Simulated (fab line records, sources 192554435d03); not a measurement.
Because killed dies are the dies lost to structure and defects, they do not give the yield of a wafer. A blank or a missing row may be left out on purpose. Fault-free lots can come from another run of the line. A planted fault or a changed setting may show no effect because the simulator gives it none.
A lot that was struck, set against a sound lot | flow n5-finfet | 39 out of 1938 route steps
Sound: wafers L555.1, L555.2, L555.3. Struck: wafer L554.6. (L554.2, L554.5 of the same lot were not struck and are left out.) The cause comes at the end.
Per side, at each step with rows, come the tool, then ch with its chambers, and then its first start. Under that, the readings that differ: sound wafers | struck wafers | difference of the means | sigmas: that difference in standard deviations of wafers without a fault.
alike: a reading whose means differ by less than 2 such deviations, as well as words and numbers matching on both sides. not compared: withheld readings; readings where some wafer has no value; bounds like >300 that might hide an equal value; numbers whose values overlap and for which the record gives no deviation.
A row with sigmas, a row that says differs or no value, or rows on one side alone: a step with any of these is where the two part. When numbers do not overlap yet have no deviation, they are printed without sigmas and do not part them. A reading missing from all wafers of one side parts the sides only when that side holds two or more wafers.

first, 12 steps without rows for these wafers: N5_MOL_CONTACT_COAG_PRECLEAN_111 (cleans in NF3:NH3, afs cycles 1, time 20 s, sublimation time 60 s); N5_MOL_CONTACT_COAG_TI_SIL_19 (material Ti, target thk 4.2 nm, time 15 s); N5_MOL_CONTACT_COAG_ALD_20 (deposits TiN, target thk 1.5 nm, pulse time 1 s, purge time 3 s); N5_MOL_CONTACT_COAG_SIL_ANNEAL_21 (time 60 s); N5_MOL_CONTACT_COAG_PRE_CLEAN_141 (time 60 s); N5_MOL_CONTACT_COAG_SPUTTER_143 (material Co, target thk 2.5 nm); N5_MOL_CONTACT_COAG_CO_FILL_22 (material Co, precursor CCTBA/H2, target thk 20 nm); N5_MOL_CONTACT_COAG_ANNEAL_113 (time 300 s); N5_MOL_CONTACT_COAG_PRE_CLEAN_142 (time 60 s); N5_MOL_CONTACT_COAG_SPUTTER_130 (material Co, target thk 47.5 nm); N5_MOL_CONTACT_COAG_PRECLEAN_125 (cleans in DIW, time 57.5 s); N5_MOL_CONTACT_COAG_SRD_126 (dry time 32 s).
N5_MOL_CONTACT_COAG_CMP_23: polishes, stops on SiO2, t overpolish 1.5 s, target thk 0 nm.
  sound on cmp-04 ch 0,1,3, day 8 08:02; struck on cmp-02 ch 2, day 8 05:14
  reading          | sound             | struck | difference | sigmas
  platen-rpm (rpm) | 50.26 50.29 50.31 | 55.31  | +5.02      | +99 or more
  alike: motor-current-A, overpolish-run-s, time-to-endpoint-s
then, 4 steps without rows for these wafers: N5_MOL_CONTACT_COAG_WET_ETCH_26 (target Co, target depth 13 nm); N5_MOL_CONTACT_COAG_WET_ETCH_116 (etches the open film in SC1-inhibited, target depth 4.6 nm, rinse time 30 s); N5_MOL_CONTACT_COAG_ALD_27 (deposits SiOC, target thk 17 nm, pulse time 1.5 s, time 2720 s); N5_MOL_CONTACT_COAG_CMP_28 (polishes, stops on SiNx, t overpolish 0.85 s, target thk 14.522 nm).
N5_MOL_CONTACT_COAG_THK_MEAS_29:
  sound on film-metro-01 at day 8 10:49; struck on film-metro-02 at day 8 08:16
  reading         | sound             | struck | difference | sigmas
  MD_CAP_THK (nm) | 18.02 17.93 17.91 | 17.70  | -0.25      | -3
then, 19 steps without rows for these wafers: N5_MOL_CONTACT_COAG_ALD_123 (deposits SiNx, target thk 5 nm, pulse time 1 s, purge time 2 s); N5_MOL_CONTACT_COAG_PECVD_31 (deposits SiO2 from TEOS/O2, target thk 46 nm, time 8.9 s); N5_MOL_CONTACT_COAG_COAT_75 (time 60 s, resist thk 60 nm); N5_MOL_CONTACT_COAG_COAT_76 (time 60 s, resist thk 10 nm); N5_MOL_CONTACT_COAG_COAT_77 (time 60 s, resist thk 10 nm); N5_MOL_CONTACT_COAG_COAT_78 (resist thk 40 nm); N5_MOL_CONTACT_COAG_EBR_80; N5_MOL_CONTACT_COAG_SOFTBAKE_79 (time 60 s); N5_MOL_CONTACT_COAG_EXPOSE_81 (exposes mask VG, defocus 0 nm); N5_MOL_CONTACT_COAG_PEB_82 (peb time 60 s); N5_MOL_CONTACT_COAG_DEVELOP_83 (develop time 30 s); N5_MOL_CONTACT_COAG_DESCUM_88 (chemistry O2, time 7 s); N5_MOL_CONTACT_COAG_ETCH_89 (etches underlayer in N2/H2, target depth 13 nm, time 10.4 s); N5_MOL_CONTACT_COAG_ETCH_90 (etches SiARC in CF4, target depth 13 nm, time 21.7 s); N5_MOL_CONTACT_COAG_ALD_131 (deposits SiO2, target thk 5 nm, pulse time 1 s, co reactant pulse time 1 s); N5_MOL_CONTACT_COAG_ETCHBACK_132 (etches SiO2 in CHF3, target depth 10 nm, time 6.7 s); N5_MOL_CONTACT_COAG_ETCH_91 (etches SOC in N2/H2, target depth 60 nm, overetch 21 nm, time 101.2 s); N5_MOL_CONTACT_COAG_STRIP_92 (strips in N2/H2); N5_MOL_CONTACT_COAG_STRIP_93 (strips in N2/H2).
N5_MOL_CONTACT_COAG_ETCH_47: etches SiNx in CH3F/O2, stops on W, target depth 27 nm.
  sound on rie-diel-05 ch 0,1,2, day 8 12:44; struck on rie-diel-04 ch 1, day 8 10:35
  reading                  | sound          | struck | difference | sigmas
  model.etch.depth-nm (nm) | 18 17.93 17.92 | 17.7   | -0.2       |
  alike: CH3F_flow_sccm, drypump-motor-current-A, etch-rf-on-time-s, oes-product-au, rf-vpp-V, showerhead-plenum-p-Torr, throttle-valve-pct
  not compared: rf-hours-counter-h
-- a jump in the record: the struck wafers' starts before and after are 3 days apart (it breaks off in module MOL_CONTACT_COAG and resumes in module BEOL_M4, where the first step shown is number 1111 of the route) --
N5_BEOL_M4_RC_MEAS_101:
  sound on prober-01 ch 0, day 11 04:43; struck on prober-01 ch 0, day 11 13:13
  alike: DIBL_N, DIBL_P, IOFF_N, IOFF_P, ION_N, ION_P, SS_N, SS_P, VT_N, VT_P

## WHERE THEY PART
At N5_MOL_CONTACT_COAG_CMP_23 first; at N5_MOL_CONTACT_COAG_THK_MEAS_29 last (within this record only). Later steps at which nothing parts them and some readings are alike: N5_MOL_CONTACT_COAG_ETCH_47, N5_BEOL_M4_RC_MEAS_101.

WHY: the cause the simulator had injected
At N5_MOL_CONTACT_COAG_CMP_23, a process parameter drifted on cmp-02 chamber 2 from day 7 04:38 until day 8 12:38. The setting platen-rpm was moved by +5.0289, starting from 50.289. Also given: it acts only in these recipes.
